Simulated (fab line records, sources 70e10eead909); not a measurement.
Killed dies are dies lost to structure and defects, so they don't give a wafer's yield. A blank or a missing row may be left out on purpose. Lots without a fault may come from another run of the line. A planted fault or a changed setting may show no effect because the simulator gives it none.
Chamber matching | flow nand_harc | NHARC_A_BONDPAD_CMP_29 on cmp-02: 4 sister chambers
The step polishes SiCN, target thk 200 nm. 14 wafers are shown with their chamber, then 7 later ones without.

WAFERS WITH THEIR CHAMBER
wafer  | chamber | motor_current_A (A)
L075.2 | 0       | 11.5
L075.3 | 1       | 12.8
L075.4 | 3       | 12.6
L078.2 | 2       | 11.0
L078.3 | 0       | 10.4
L078.5 | 2       | 11.0
L076.1 | 2       | 11.3
L076.2 | 1       | 12.6
L076.3 | 0       | 11.2
L082.1 | 2       | 11.3
L082.4 | 0       | 11.3
L082.6 | 3       | 12.6
L085.2 | 3       | 12.4
L085.5 | 3       | 12.9

SIGNATURES (means of the wafers above)
reading         | chamber 0 | chamber 1 | chamber 2 | chamber 3 | scatter within a chamber
motor_current_A | 11.100    | 12.700    | 11.150    | 12.625    | 0.306
Rule: a wafer's distance from a chamber is the root of the sum, over the readings, of the square of ((its reading less the chamber's mean) divided by the reading's scatter). The wafer belongs to the nearest chamber; if the next one is less than 2 further off, it can't be placed. The scatter: the root of (the sum of the squares of (reading less its chamber's mean) over the shown wafers, divided by (wafers less chambers)).

WAFERS WITHOUT THEIR CHAMBER
wafer  | motor_current_A (A)
L085.6 | 11.4
L086.2 | 11.9
L086.4 | 13.3
L086.5 | 11.3
L088.3 | 12.8
L088.4 | 11.2
L088.6 | 12.2

WHICH CHAMBER EACH WENT THROUGH
wafer  | from the rows above               | in truth
L085.6 | can't be placed: 2 or 0           | 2
L086.2 | can't be placed: 3 or 2 or 1 or 0 | 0
L086.4 | can't be placed: 1 or 3           | 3
L086.5 | can't be placed: 2 or 0           | 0
L088.3 | can't be placed: 1 or 3           | 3
L088.4 | can't be placed: 2 or 0           | 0
L088.6 | can't be placed: 3 or 1           | 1
Placed correctly: 0 of 7. Can't be placed from these rows: 7 (the true chamber is among the candidates in 7). Placed wrongly: 0.
